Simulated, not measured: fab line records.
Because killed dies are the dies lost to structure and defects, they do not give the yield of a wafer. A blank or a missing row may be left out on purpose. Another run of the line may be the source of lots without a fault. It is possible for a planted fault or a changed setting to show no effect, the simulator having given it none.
Chamber matching :: flow n5Finfet :: N5_STI_FIN_REVEAL_CMP_04 on cmp-03 has 4 sister chambers
The step polishes, stops on Si3N4, t overpolish 4 s, target thk 131.83 nm. 4 wafers are shown with their chamber, then 8 later ones without.

== WAFERS, EACH WITH ITS CHAMBER ==
wafer: L084.6
chamber: 1
timeToEndpointS (s): 106

wafer: L088.5
chamber: 3
timeToEndpointS (s): 109

wafer: L090.6
chamber: 0
timeToEndpointS (s): 110

wafer: L091.1
chamber: 2
timeToEndpointS (s): 113

== WAFERS WITH NO CHAMBER GIVEN ==
wafer: L091.2
timeToEndpointS (s): 111

wafer: L091.6
timeToEndpointS (s): 113

wafer: L092.1
timeToEndpointS (s): 120

wafer: L092.2
timeToEndpointS (s): 119

wafer: L092.3
timeToEndpointS (s): 121

wafer: L096.3
timeToEndpointS (s): 106

wafer: L096.4
timeToEndpointS (s): 110

wafer: L096.6
timeToEndpointS (s): 111

== WHICH CHAMBER EACH WENT THROUGH ==
wafer: L091.2
from the rows above: can't be placed: 0 or 2 or 3 or 1
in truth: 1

wafer: L091.6
from the rows above: can't be placed: 2 or 0 or 3 or 1
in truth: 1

wafer: L092.1
from the rows above: can't be placed: 2 or 0 or 3 or 1
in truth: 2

wafer: L092.2
from the rows above: can't be placed: 2 or 0 or 3 or 1
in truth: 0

wafer: L092.3
from the rows above: can't be placed: 2 or 0 or 3 or 1
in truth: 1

wafer: L096.3
from the rows above: can't be placed: 1 or 3 or 0 or 2
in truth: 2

wafer: L096.4
from the rows above: can't be placed: 0 or 3 or 2 or 1
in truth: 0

wafer: L096.6
from the rows above: can't be placed: 0 or 2 or 3 or 1
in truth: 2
Correctly placed: 0 of 8. Can't be placed from these rows: 8 (the true chamber is among the candidates in 8). Wrongly placed: 0.
How it was worked out, from the rows above alone: a wafer's distance from a chamber is the root of the sum, over the readings, of the square of ((its reading less the chamber's mean) divided by the reading's scatter). If the next closest chamber is less than 2 further off than the closest, the wafer can't be placed; otherwise it belongs to the closest. A chamber's mean is the mean of its shown wafers. The scatter: with one shown wafer a chamber, the root of the mean of the squares of how far each hidden wafer lies from its nearest shown one.
